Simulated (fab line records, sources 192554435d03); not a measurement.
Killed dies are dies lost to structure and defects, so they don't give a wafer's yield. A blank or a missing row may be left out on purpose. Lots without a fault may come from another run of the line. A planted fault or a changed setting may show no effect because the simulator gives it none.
A struck lot beside a sound one | flow n5_finfet | 36 steps out of a route of 1938
Sound: wafers L527.1, L527.2, L527.4. Struck: wafers L541.1, L541.3, L541.6. The cause comes at the end.
At each step with rows: each side's tool, then ch and its chambers, then its first start. Under that, the readings that differ: sound wafers | struck wafers | difference of the means | sigmas: that difference in standard deviations of wafers without a fault.
alike: readings whose means differ by less than 2 such deviations, and words and numbers that are the same on both sides. not compared: withheld readings, readings that some wafer has no value for, bounds like >300 that may hide the same value, and numbers for which the record gives no deviation and whose values overlap.
The two part at a step that has a row with sigmas, a row that says differs or no value, or rows on one side only. Numbers that don't overlap but have no deviation are shown without sigmas and don't part them. A reading that every wafer of one side lacks parts them only if that side has two wafers or more.

first, 9 steps without rows for these wafers: N5_WELL_APT_HMDS_01 (time 60 s); N5_WELL_APT_COAT_02 (resist thk 950 nm); N5_WELL_APT_EBR_04; N5_WELL_APT_SOFTBAKE_03 (time 60 s); N5_WELL_APT_EXPOSE_05 (exposes mask NWELL, defocus 0 nm, target cd 200 nm); N5_WELL_APT_PEB_06 (peb time 90 s); N5_WELL_APT_DEVELOP_07 (develop time 45 s); N5_WELL_APT_HARDBAKE_12 (time 120 s); N5_WELL_APT_DESCUM_13 (chemistry O2, time 7.9 s).
N5_WELL_APT_IMPLANT_14:
  sound on implanter-02 ch 0, day 1 19:57; struck on implanter-02 ch 0, day 5 09:10
  reading            | sound                            | struck                           | difference  | sigmas
  dose_ions_cm2      | 1.5013e+13 1.5016e+13 1.5012e+13 | 1.0047e+13 1.0034e+13 1.0032e+13 | -4.9760e+12 | -99 or more
  faraday_current_uA | 190 183 184                      | 130 125 128                      | -58         | -16
then, 25 steps without rows for these wafers: N5_WELL_APT_IMPLANT_15; N5_WELL_APT_STRIP_16 (strips in SPM, time 900 s); N5_WELL_APT_HMDS_18 (time 60 s); N5_WELL_APT_COAT_19 (resist thk 950 nm); N5_WELL_APT_EBR_21; N5_WELL_APT_SOFTBAKE_20 (time 60 s); N5_WELL_APT_EXPOSE_22 (exposes mask PWELL, defocus 0 nm, target cd 200 nm); N5_WELL_APT_PEB_23 (peb time 90 s); N5_WELL_APT_DEVELOP_24 (develop time 45 s); N5_WELL_APT_HARDBAKE_29 (time 120 s); N5_WELL_APT_DESCUM_30 (chemistry O2, time 7.9 s); N5_WELL_APT_IMPLANT_31; N5_WELL_APT_IMPLANT_32; N5_WELL_APT_STRIP_33 (strips in SPM, time 900 s); N5_WELL_APT_RTA_34 (time 10 s); N5_WELL_APT_OXIDE_STRIP_42 (strips SiO2 in dHF, time 45 s, target depth 12 nm); N5_WELL_APT_PRECLEAN_36 (cleans in O3/DIW, time 45 s); N5_WELL_APT_PRECLEAN_39 (cleans in dHF, time 60 s); N5_WELL_APT_SRD_37 (time 30 s); N5_WELL_APT_EPI_41 (deposits Si from SiH4/H2, target thk 50 nm, time 297.7 s); N5_PMOS_HMC_CHANNEL_EPI_HM_DEP_34 (deposits SiO2 from TEOS/O2, target thk 36 nm, time 6.9 s); N5_PMOS_HMC_CHANNEL_EPI_COAT_31 (time 60 s, resist thk 66 nm); N5_PMOS_HMC_CHANNEL_EPI_COAT_03 (resist thk 205 nm); N5_PMOS_HMC_CHANNEL_EPI_EBR_05; N5_PMOS_HMC_CHANNEL_EPI_SOFTBAKE_04 (time 60 s).
-- the record jumps here: 6 days lie between the struck wafers' starts before and after (it left off in module PMOS_HMC_CHANNEL_EPI and takes up again in module BEOL_M4, whose first step shown is number 1111 of the route) --
N5_BEOL_M4_RC_MEAS_101:
  sound on prober-02 ch 0, day 8 20:35; struck on prober-01 ch 0, day 11 17:16
  reading           | sound          | struck         | difference | sigmas
  RS_NWELL (ohm/sq) | 1041 1041 1041 | 1305 1300 1302 | +261       | +43
  SS_P (mV/dec)     | 71.9 72.4 72.5 | 73.1 74.0 74.1 | +1.5       | +2
  VT_N (mV)         | 254 253 256    | 249 244 248    | -7         | -2
  alike: DIBL_N, DIBL_P, IOFF_N, IOFF_P, ION_N, ION_P, SS_N, VT_P

WHERE THEY PART
First at N5_WELL_APT_IMPLANT_14; last, within this record, at N5_BEOL_M4_RC_MEAS_101.

WHY: what the simulator had put in
Process parameter drift: implanter-02, from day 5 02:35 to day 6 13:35, at N5_WELL_APT_IMPLANT_14. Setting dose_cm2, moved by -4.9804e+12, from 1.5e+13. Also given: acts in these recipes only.
